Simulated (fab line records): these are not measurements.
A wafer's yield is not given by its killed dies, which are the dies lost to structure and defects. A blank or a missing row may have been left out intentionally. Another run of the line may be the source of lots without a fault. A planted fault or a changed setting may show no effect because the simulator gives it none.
fab line records :: flow n5Finfet
record:
  lots: 4
  wafers: 12
  lastDay: 17
route steps=1938 shown BEOL_M8@1341 PASSIVATION@1936
lots untouched by any fault: they come from a run of this same line in which no faults occurred
startH: start of the lot's first displayed wafer, in hours after the record's first day :: waitH: time in hours since the lot's previous step :: " repeats the value in the row above :: L1.1+2: several wafers, shown together as one row :: - value missing, or start not given :: * or withheld: withheld :: < > ~ a bound
route shown NAME@n: NAME is a module with steps in the file, n the number in the route of the first one :: usual: mean/standard deviation taken from wafers without a fault :: same: alike in all rows :: chamber/n: place in a boat :: sites: each site's reading :: _std_site: the standard deviation of these :: _edge_site: inner sites' mean taken away from outer sites' mean :: radiusMm: for every site, how far away it sits from the centre of the wafer :: mask NAME#n: copy n :: behind: the tool/chamber that last shaped the wafer :: hold: cause of the lot's hold/its duration in hours/its outcome :: device: names the non-switching transistor (n, p or np) :: end of line: the same wafers' tests at the end of the route :: a step with no rows: only its recipe :: killed: not the wafer's yield, but the dies lost to structure and defects at the first sort :: map: shows each die of a wafer: x if killed, . if not, _ if none is there
set.NAME: the setting that was run; set.NAME@STEP: the one run at that earlier step :: model.NAME: the simulator's own value behind a step, which no gauge read
certain route steps with their lots: each step a table, each wafer a row
services: when a tool's chamber went out of use (startH, in hours from the record's first day, below 0 if earlier), for how many hours, and the reason
== steps ==
step: N5_BEOL_M8_SOFTBAKE_06
recipe:
  tempC: 110
  timeS: 60
  resist: CAR-ArF
step: N5_BEOL_M8_EXPOSE_08
recipe:
  maskId: M8
  na: 1.35
  sourceShape: dipole
  sigmaInner: 0.817
  sigmaOuter: 0.97
  polarization: te
  doseMj: 68.25
step: N5_BEOL_M8_PEB_09
recipe:
  pebTempC: withheld
  pebTimeS: 60
  resist: CAR-ArF
step: N5_BEOL_M8_DEVELOP_10
recipe:
  developTimeS: 30
  developer: TMAH
  resist: CAR-ArF
  rinseLiquid: diw
  dry: airSpin
  devTempC: 23
step: N5_BEOL_M8_DESCUM_16
recipe:
  chemistry: O2
  timeS: 7.9
  sourcePowerW: 50
  biasPowerW: 20
  pressureMtorr: 20
  rfFrequencyHz: 2.712e+07
  tempC: 40
  resist: CAR-ArF
  o2FlowSccm: 225
step: N5_BEOL_M8_ETCH_61
recipe:
  chemistry: CF4
  target: SiARC
  targetDepthA: 455
  maskMaterial: CAR-ArF
  timeS: 75.8
  ionEnergyEv: 80
  pressureMtorr: 40
  sourceW: 545
  biasW: 36
  Ar_flow_sccm: 100
  cf4FlowSccm: 100
  ends: cleared
step: N5_BEOL_M8_ETCH_62
recipe:
  chemistry: N2/H2
  target: SOC
  targetDepthA: 1100
  overetchA: 220
  maskMaterial: SiARC
  tempC: 40
  timeS: 165
  ionEnergyEv: 200
  pressureMtorr: 30
  sourceW: 840
  biasW: 150
  n2FlowSccm: 200
  h2FlowSccm: 200
step: N5_BEOL_M8_STRIP_68
recipe:
  chemistry: N2/H2
  tempC: 40
  n2FlowSccm: 200
  h2FlowSccm: 200
  rfFrequencyHz: 6e+07
step: N5_BEOL_M8_STRIP_67
recipe:
  chemistry: CF4
  resist: SiARC
  powerW: 300
  biasPowerW: 75
  pressureMtorr: 50
  cf4FlowSccm: 150
  rfFrequencyHz: 6e+07
step: N5_BEOL_M8_HM_OPEN_17
recipe:
  chemistry: Cl2/BCl3
  targetDepthA: 200
  overetchA: 60
  target: TiN
  maskMaterial: SOC
  ionEnergyEv: 150
  pressureMtorr: 10
  icpW: 1000
  biasW: 126
  Cl2_flow_sccm: 53.25
  bcl3FlowSccm: 21.75
  Ar_flow_sccm: 25
usual:
  drypumpMotorCurrentA: 5.5/0.52
  oesProductAu: 0.62/0.11
  throttleValvePct: 22.30/0.24
lot.wafer: L652.1
tool: rieMetal-01
chamber: 0
startH: 256.04
waitH: 0.0
drypumpMotorCurrentA: 5.3
oesProductAu: 0.58
rfHoursCounterH: 79
throttleValvePct: 22.09

lot.wafer: L652.4
tool: rieMetal-01
chamber: 0
startH: 256.04
waitH: 0.0
drypumpMotorCurrentA: 5.3
oesProductAu: 0.58
rfHoursCounterH: -
throttleValvePct: 22.10

lot.wafer: L652.6
tool: rieMetal-01
chamber: 0
startH: 256.04
waitH: 0.0
drypumpMotorCurrentA: 5.3
oesProductAu: 0.59
rfHoursCounterH: -
throttleValvePct: 22.10

lot.wafer: L658.2
tool: rieMetal-01
chamber: 0
startH: 306.84
waitH: 0.0
drypumpMotorCurrentA: 5.3
oesProductAu: 0.58
rfHoursCounterH: 83
throttleValvePct: 22.07

lot.wafer: L658.3
tool: rieMetal-01
chamber: 1
startH: 306.84
waitH: 0.0
drypumpMotorCurrentA: 5.5
oesProductAu: 0.54
rfHoursCounterH: -
throttleValvePct: 22.83

lot.wafer: L658.4
tool: rieMetal-01
chamber: 0
startH: 306.84
waitH: 0.0
drypumpMotorCurrentA: 5.3
oesProductAu: 0.58
rfHoursCounterH: -
throttleValvePct: 22.08

lot.wafer: L655.1
tool: rieMetal-01
chamber: 1
startH: 308.30
waitH: 0.0
drypumpMotorCurrentA: 5.6
oesProductAu: 0.53
rfHoursCounterH: 114
throttleValvePct: 22.84

lot.wafer: L655.4
tool: rieMetal-01
chamber: 1
startH: 308.30
waitH: 0.0
drypumpMotorCurrentA: 5.5
oesProductAu: 0.53
rfHoursCounterH: -
throttleValvePct: 22.86

lot.wafer: L655.6
tool: rieMetal-01
chamber: 0
startH: 308.30
waitH: 0.0
drypumpMotorCurrentA: 5.3
oesProductAu: 0.58
rfHoursCounterH: -
throttleValvePct: 22.10

lot.wafer: L665.1
tool: rieMetal-03
chamber: 1
startH: 344.82
waitH: 0.0
drypumpMotorCurrentA: 6.3
oesProductAu: 0.55
rfHoursCounterH: 101
throttleValvePct: 22.35

lot.wafer: L665.2
tool: rieMetal-03
chamber: 0
startH: 344.82
waitH: 0.0
drypumpMotorCurrentA: 4.8
oesProductAu: 0.77
rfHoursCounterH: 10
throttleValvePct: 22.46

lot.wafer: L665.4
tool: rieMetal-03
chamber: 0
startH: 344.82
waitH: 0.0
drypumpMotorCurrentA: 4.8
oesProductAu: 0.76
rfHoursCounterH: -
throttleValvePct: 22.45
step: N5_BEOL_M8_STRIP_19
recipe:
  chemistry: O2
  powerW: 400
  tempC: 40
  pressureMtorr: 30
  rfFrequencyHz: 6e+07
  biasPowerW: 0
  overashFraction: 0.2
  o2FlowSccm: 225
step: N5_BEOL_M8_COAT_63
recipe:
  resist: SOC
  tempC: 250
  timeS: 60
  spinRpm: 1500
  resistThkNm: 60
step: N5_BEOL_M8_COAT_64
recipe:
  resist: SiARC
  tempC: 220
  timeS: 60
  spinRpm: 1500
  resistThkNm: 12
step: N5_BEOL_M8_COAT_71
recipe:
  resist: underlayer
  tempC: 205
  timeS: 60
  spinRpm: 1500
  resistThkNm: 5
step: N5_BEOL_M8_COAT_22
recipe:
  resist: CAR-EUV
  spinRpm: 1500
  resistThkNm: 30
step: N5_BEOL_M8_EBR_24
recipe:
  solvent: PGMEA
  ebrWidthMm: 1.5
step: N5_BEOL_M8_SOFTBAKE_23
recipe:
  tempC: 110
  timeS: 60
  resist: CAR-EUV
step: N5_BEOL_M8_EXPOSE_25
recipe:
  maskId: V7
  na: 0.33
  sourceShape: annular
  sigmaInner: 0.4
  sigmaOuter: 0.8
  polarization: unpolarized
  targetCdNm: 40
  doseMj: 42.5
step: N5_BEOL_M8_PEB_26
recipe:
  pebTempC: 100
  pebTimeS: 60
  resist: CAR-EUV
step: N5_BEOL_M8_DEVELOP_27
recipe:
  developTimeS: 30
  developer: TMAH
  resist: CAR-EUV
  rinseLiquid: surfactantRinse
  dry: airSpin
  devTempC: 23
step: N5_BEOL_M8_INSPECT_30
recipe:
  mode: adi
  inspectInstrument: brightfield
usual:
  rawDefectCount: 420/88
lot.wafer: L652.1
tool: defectInspect-02
chamber: -
startH: 256.81
waitH: 0.1
rawDefectCount: 499

lot.wafer: L652.4
tool: defectInspect-02
chamber: -
startH: 256.81
waitH: 0.1
rawDefectCount: 476

lot.wafer: L652.6
tool: defectInspect-02
chamber: -
startH: 256.81
waitH: 0.1
rawDefectCount: 347

lot.wafer: L658.2
tool: defectInspect-02
chamber: -
startH: 309.89
waitH: 0.0
rawDefectCount: 366

lot.wafer: L658.3
tool: defectInspect-02
chamber: -
startH: 309.89
waitH: 0.0
rawDefectCount: 742

lot.wafer: L658.4
tool: defectInspect-02
chamber: -
startH: 309.89
waitH: 0.0
rawDefectCount: 460

lot.wafer: L655.1
tool: defectInspect-01
chamber: -
startH: 309.94
waitH: 0.1
rawDefectCount: 771

lot.wafer: L655.4
tool: defectInspect-01
chamber: -
startH: 309.94
waitH: 0.1
rawDefectCount: 965

lot.wafer: L655.6
tool: defectInspect-01
chamber: -
startH: 309.94
waitH: 0.1
rawDefectCount: 687

lot.wafer: L665.1
tool: defectInspect-01
chamber: -
startH: 346.89
waitH: 0.1
rawDefectCount: 283

lot.wafer: L665.2
tool: defectInspect-01
chamber: -
startH: 346.89
waitH: 0.1
rawDefectCount: 393

lot.wafer: L665.4
tool: defectInspect-01
chamber: -
startH: 346.89
waitH: 0.1
rawDefectCount: 341
step: N5_BEOL_M8_DESCUM_33
recipe:
  chemistry: O2
  timeS: 7
  sourcePowerW: 50
  biasPowerW: 20
  pressureMtorr: 20
  rfFrequencyHz: 2.712e+07
  tempC: 40
  resist: CAR-EUV
  o2FlowSccm: 225
step: N5_PASSIVATION_PROBE_49
usual:
  defectLimitedYield: 91.2/1.6
  killed_at_M0_to_M3: 31/10
  killed_at_M4_up: 14/4.4
  killedAtContacts: 13/6
  killedAtFrontEnd: 43/13
  killedAtOther: 3.5/2.6
  killedDies: 104/18
  killedOnRim: 14/4.6
  killedOpen: 68/14
  killedShort: 34/8.1
  sort_bin_4_leakage: 0.01/0.073
  sort_bin_5_function: 5.1/1.1
  sort_bin_6_memory: 3.3/0.68
  sortNPass: 1076/18
  sortYieldPct: 91.2/1.6
same:
  grossDies: 1180
  killedAtBackSide: 0
  sort_bin_8_speed[%]: 0
lot.wafer: L652.1
tool: prober-02
chamber: -
startH: 330.83
waitH: 0.0
defectLimitedYield[%]: 92.9
killed_at_M0_to_M3: 27
killed_at_M4_up: 10
killedAtContacts: 2
killedAtFrontEnd: 41
killedAtOther: 4
killedDies: 84
killedOnRim: 15
killedOpen: 52
killedShort: 31
sort_bin_4_leakage[%]: 0.08
sort_bin_5_function[%]: 4.2
sort_bin_6_memory[%]: 2.7
sortNPass: 1095
sortYieldPct[%]: 92.8

lot.wafer: L652.4
tool: prober-02
chamber: -
startH: 330.98
waitH: 0.2
defectLimitedYield[%]: 90.8
killed_at_M0_to_M3: 37
killed_at_M4_up: 13
killedAtContacts: 8
killedAtFrontEnd: 46
killedAtOther: 5
killedDies: 109
killedOnRim: 10
killedOpen: 82
killedShort: 27
sort_bin_4_leakage[%]: 0
sort_bin_5_function[%]: 5.8
sort_bin_6_memory[%]: 3.2
sortNPass: 1071
sortYieldPct[%]: 90.8

lot.wafer: L652.6
tool: prober-02
chamber: -
startH: 331.08
waitH: 0.3
defectLimitedYield[%]: 90.7
killed_at_M0_to_M3: 18
killed_at_M4_up: 19
killedAtContacts: 8
killedAtFrontEnd: 57
killedAtOther: 8
killedDies: 110
killedOnRim: 13
killedOpen: 66
killedShort: 43
sort_bin_4_leakage[%]: 0
sort_bin_5_function[%]: 6.0
sort_bin_6_memory[%]: 3.2
sortNPass: 1070
sortYieldPct[%]: 90.7

lot.wafer: L655.1
tool: prober-01
chamber: -
startH: 379.92
waitH: 0.0
defectLimitedYield[%]: 86.9
killed_at_M0_to_M3: 26
killed_at_M4_up: 80
killedAtContacts: 13
killedAtFrontEnd: 35
killedAtOther: 0
killedDies: 154
killedOnRim: 24
killedOpen: 64
killedShort: 22
sort_bin_4_leakage[%]: 0
sort_bin_5_function[%]: 8.6
sort_bin_6_memory[%]: 3.5
sortNPass: 1026
sortYieldPct[%]: 86.9

lot.wafer: L655.4
tool: prober-01
chamber: -
startH: 380.07
waitH: 0.2
defectLimitedYield[%]: 90.6
killed_at_M0_to_M3: 16
killed_at_M4_up: 70
killedAtContacts: 8
killedAtFrontEnd: 16
killedAtOther: 1
killedDies: 111
killedOnRim: 19
killedOpen: 37
killedShort: 20
sort_bin_4_leakage[%]: 0
sort_bin_5_function[%]: 6.5
sort_bin_6_memory[%]: 1.9
sortNPass: 1069
sortYieldPct[%]: 90.6

lot.wafer: L655.6
tool: prober-01
chamber: -
startH: 380.17
waitH: 0.3
defectLimitedYield[%]: 93.9
killed_at_M0_to_M3: 16
killed_at_M4_up: 19
killedAtContacts: 1
killedAtFrontEnd: 32
killedAtOther: 4
killedDies: 72
killedOnRim: 16
killedOpen: 47
killedShort: 23
sort_bin_4_leakage[%]: 0
sort_bin_5_function[%]: 3.6
sort_bin_6_memory[%]: 2.4
sortNPass: 1108
sortYieldPct[%]: 93.9

lot.wafer: L658.2
tool: prober-01
chamber: -
startH: 382.08
waitH: 0.1
defectLimitedYield[%]: 89.6
killed_at_M0_to_M3: 27
killed_at_M4_up: 17
killedAtContacts: 14
killedAtFrontEnd: 64
killedAtOther: 1
killedDies: 123
killedOnRim: 18
killedOpen: 89
killedShort: 34
sort_bin_4_leakage[%]: 0
sort_bin_5_function[%]: 6.4
sort_bin_6_memory[%]: 3.8
sortNPass: 1057
sortYieldPct[%]: 89.6

lot.wafer: L658.3
tool: prober-01
chamber: -
startH: 382.13
waitH: 0.1
defectLimitedYield[%]: 83.4
killed_at_M0_to_M3: 42
killed_at_M4_up: 71
killedAtContacts: 24
killedAtFrontEnd: 57
killedAtOther: 2
killedDies: 196
killedOnRim: 34
killedOpen: 96
killedShort: 41
sort_bin_4_leakage[%]: 0
sort_bin_5_function[%]: 10.1
sort_bin_6_memory[%]: 5.0
sortNPass: 984
sortYieldPct[%]: 83.4

lot.wafer: L658.4
tool: prober-01
chamber: -
startH: 382.18
waitH: 0.2
defectLimitedYield[%]: 88.9
killed_at_M0_to_M3: 40
killed_at_M4_up: 12
killedAtContacts: 17
killedAtFrontEnd: 59
killedAtOther: 3
killedDies: 131
killedOnRim: 18
killedOpen: 89
killedShort: 42
sort_bin_4_leakage[%]: 0
sort_bin_5_function[%]: 6.7
sort_bin_6_memory[%]: 4.1
sortNPass: 1049
sortYieldPct[%]: 88.9

lot.wafer: L665.1
tool: prober-01
chamber: -
startH: 419.45
waitH: 0.0
defectLimitedYield[%]: 89.2
killed_at_M0_to_M3: 35
killed_at_M4_up: 11
killedAtContacts: 22
killedAtFrontEnd: 56
killedAtOther: 3
killedDies: 127
killedOnRim: 18
killedOpen: 101
killedShort: 25
sort_bin_4_leakage[%]: 0
sort_bin_5_function[%]: 6.6
sort_bin_6_memory[%]: 4.1
sortNPass: 1053
sortYieldPct[%]: 89.2

lot.wafer: L665.2
tool: prober-01
chamber: -
startH: 419.50
waitH: 0.1
defectLimitedYield[%]: 91.3
killed_at_M0_to_M3: 32
killed_at_M4_up: 12
killedAtContacts: 9
killedAtFrontEnd: 50
killedAtOther: 0
killedDies: 103
killedOnRim: 12
killedOpen: 63
killedShort: 39
sort_bin_4_leakage[%]: 0
sort_bin_5_function[%]: 4.7
sort_bin_6_memory[%]: 3.6
sortNPass: 1077
sortYieldPct[%]: 91.3

lot.wafer: L665.4
tool: prober-01
chamber: -
startH: 419.60
waitH: 0.2
defectLimitedYield[%]: 89.2
killed_at_M0_to_M3: 27
killed_at_M4_up: 16
killedAtContacts: 24
killedAtFrontEnd: 53
killedAtOther: 7
killedDies: 127
killedOnRim: 20
killedOpen: 85
killedShort: 35
sort_bin_4_leakage[%]: 0
sort_bin_5_function[%]: 5.6
sort_bin_6_memory[%]: 4.7
sortNPass: 1053
sortYieldPct[%]: 89.2
killed by level:class
L652.1 FIN_SAQP:geometricParticle:short=12 FIN_SAQP:geometricParticle:open=9 BEOL_M3:geometricParticle:open=8 BEOL_M0_SAQP:geometricParticle:open=6 DUMMY_GATE:geometricParticle:open=4 GATE_CUT:geometricParticle:open=4 BEOL_M0_SAQP:geometricParticle:short=4 STI_FIN_REVEAL:geometricParticle:open=3
L652.4 FIN_SAQP:geometricParticle:open=15 BEOL_M0_SAQP:geometricParticle:open=12 STI_FIN_REVEAL:geometricParticle:open=9 BEOL_M1:geometricParticle:open=7 BEOL_M0_SAQP:geometricParticle:short=7 BEOL_M4:geometricParticle:open=7 MOL_CONTACT_COAG:geometricParticle:open=6 FIN_SAQP:geometricParticle:short=5
L652.6 FIN_SAQP:geometricParticle:short=14 FIN_SAQP:geometricParticle:open=10 STI_FIN_REVEAL:geometricParticle:open=8 MOL_CONTACT_COAG:geometricParticle:open=8 BEOL_M4:geometricParticle:open=8 GATE_CUT:geometricParticle:short=7 BEOL_M0_SAQP:geometricParticle:short=7 BEOL_M5:geometricParticle:open=5
L655.1 BEOL_M8:unspecified=67 BEOL_M3:geometricParticle:open=14 MOL_CONTACT_COAG:geometricParticle:open=12 GATE_CUT:geometricParticle:short=7 FIN_SAQP:geometricParticle:open=5 FIN_SAQP:geometricParticle:short=5 DUMMY_GATE:geometricParticle:open=5 STI_FIN_REVEAL:geometricParticle:open=4
L655.4 BEOL_M8:unspecified=54 BEOL_M4:geometricParticle:open=7 MOL_CONTACT_COAG:geometricParticle:open=5 FIN_SAQP:geometricParticle:short=4 DUMMY_GATE:geometricParticle:open=4 GATE_CUT:geometricParticle:short=4 BEOL_M0_SAQP:geometricParticle:open=4 BEOL_M3:geometricParticle:open=4
L655.6 FIN_SAQP:geometricParticle:open=7 STI_FIN_REVEAL:geometricParticle:open=6 BEOL_M2:geometricParticle:open=6 BEOL_M4:geometricParticle:open=6 BEOL_M0_SAQP:geometricParticle:short=5 FIN_SAQP:geometricParticle:short=4 BEOL_M9:geometricParticle:open=4 GATE_CUT:geometricParticle:short=3
L658.2 STI_FIN_REVEAL:geometricParticle:open=24 MOL_CONTACT_COAG:geometricParticle:open=9 BEOL_M2:geometricParticle:open=9 FIN_SAQP:geometricParticle:open=7 ILD0:geometricParticle:short=7 BEOL_M5:geometricParticle:open=6 STI_FIN_REVEAL:geometricParticle:short=5 DUMMY_GATE:geometricParticle:open=5
L658.3 BEOL_M8:unspecified=58 MOL_CONTACT_COAG:geometricParticle:open=20 FIN_SAQP:geometricParticle:open=11 BEOL_M0_SAQP:geometricParticle:short=11 BEOL_M2:geometricParticle:open=11 DUMMY_GATE:geometricParticle:open=10 STI_FIN_REVEAL:geometricParticle:open=8 GATE_CUT:geometricParticle:short=5
L658.4 FIN_SAQP:geometricParticle:open=14 MOL_CONTACT_COAG:geometricParticle:open=12 STI_FIN_REVEAL:geometricParticle:open=11 BEOL_M2:geometricParticle:open=8 BEOL_M1:geometricParticle:open=8 FIN_SAQP:geometricParticle:short=6 BEOL_M0_SAQP:geometricParticle:short=6 BEOL_M0:geometricParticle:open=6
L665.1 MOL_CONTACT_COAG:geometricParticle:open=18 STI_FIN_REVEAL:geometricParticle:open=16 FIN_SAQP:geometricParticle:open=13 BEOL_M2:geometricParticle:open=9 BEOL_M3:geometricParticle:open=9 BEOL_M4:geometricParticle:open=9 DUMMY_GATE:geometricParticle:open=5 GATE_CUT:geometricParticle:short=5
L665.2 FIN_SAQP:geometricParticle:short=13 FIN_SAQP:geometricParticle:open=11 MOL_CONTACT_COAG:geometricParticle:open=8 BEOL_M2:geometricParticle:open=8 BEOL_M1:geometricParticle:open=7 STI_FIN_REVEAL:geometricParticle:open=6 GATE_CUT:geometricParticle:open=5 BEOL_M0_SAQP:geometricParticle:short=4
L665.4 MOL_CONTACT_COAG:geometricParticle:open=22 STI_FIN_REVEAL:geometricParticle:open=13 FIN_SAQP:geometricParticle:short=12 FIN_SAQP:geometricParticle:open=9 BEOL_M3:geometricParticle:open=9 GATE_CUT:geometricParticle:short=7 BEOL_M2:geometricParticle:open=7 BEOL_M4:geometricParticle:open=5
map L655.1 (x killed, . not)
_________________....x.....x.________________
______________.................._____________
___________........................__________
__________.............x......x....._________
________.............................._______
_______.............................x..______
______.x...................x...x.x......_____
_____....xx.........x.....x..........x.x.____
____...x..................................___
___.......x..............x.....x.....x.....__
___........................x.....x.x...xx..__
__..................x...........x..x.x.x...._
__.............x............................_
_..........................x..x..............
_.....x......................................
_..x.....................x..............x....
_..x.............x..............x.......x....
_.................x.........x................
_.......x......x..................x..x.......
_......x...x......x......x..x.............x..
_..............x...............x......x......
__....x.......x....x...x...x...x.x.........._
__....x.x.....x..........x.................._
___...............x........................__
___.x....x.x..............................x__
____.x......................x..x.....x....___
_____....x................x....x.........____
______......x.....x....x.x.xxxx.x......._____
_______....................xxxxxxx...x.______
________...............xxxxxxxxxxxx..._______
__________x.....x.....xxxxxxxxxxxxx._________
___________..........xxxxxxxxxxxxxx__________
______________.......xxxxxxxxxxx_____________
_________________......xxxxxx________________
map L658.3 (x killed, . not)
_________________...x.....x.x________________
______________...x........x....._____________
___________............x..x........__________
__________.........x..x..x.........._________
________.x.........xx..........x......_______
_______.x..........x...................______
______..x.x...........................xx_____
_____.x.........x.........x........x.....____
____............x.....x.......x....x......___
___...x..........x..x..x........x......x...__
___..........x....................x....x...__
__........xx.....x..x.x....................._
__.......x...............x.................._
_....x.........................x.........x...
_.x.......x........x.......x........x.......x
_...................x...x.....x........x..x.x
_.......x....x.x.....x.....x..x........x...x.
_x....x........x.......x...........x....x..xx
_..x.......x.....xxx.........x...............
_......x......x........................x....x
_.x......x........x.x.x......................
__......x....x.............x..........x....._
__....x....x.........................x......_
___..xx.x..xx..........x....x.x..xx...x....__
___x...x....x..x.x.....x.....x.............__
____......................xx....x....x....___
_____..x.............x........xx...x.....____
______...x..x............x.xxxx.x......._____
_______...x.....x.........xx..xxxxx....______
________..x.............xxxxxxxxxxx..._______
__________x...........x.xxxxxxxxxx.x_________
___________.x........xxxxxxxxxxxxxx__________
______________........x.xxxxxxxx_____________
_________________..x....xxxxx________________
== services ==
tool: rieMetal-01
chamber: -
startH: 241.06
hours: 0.3
kind: repair

tool: rieMetal-01
chamber: 1
startH: 314.99
hours: -
kind: clean

tool: rieMetal-01
chamber: 1
startH: 314.99
hours: 16.0
kind: scheduledDown

tool: rieMetal-01
chamber: 1
startH: 314.99
hours: 16.0
kind: ventCycle

tool: rieMetal-03
chamber: 0
startH: 318.69
hours: 6.3
kind: repair
== key ==
firstSign:
  step: N5_BEOL_M8_INSPECT_30
  reading: rawDefectCount
  direction: up
  sigmas: 4.6
  usual: 420
  struck: 826
effect:
  step: N5_PASSIVATION_PROBE_49
  reading: killed_at_M4_up
  direction: up
  sigmas: 14
  usual: 14
  struck: 74
moreKillsBornAt:
  N5_BEOL_M8_HM_OPEN_17@rieMetal-01: 179
metAt N5_BEOL_M8_HM_OPEN_17
struckWafers L655.1,L655.4,L658.3
fault:
  kind: chamberParticleSource
  tool: rieMetal-01
  chamber: 1
  onsetH: 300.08
  steps: N5_BEOL_M8_HM_OPEN_17
  ratePerVisitCm2: 0.5513
  endH: 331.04
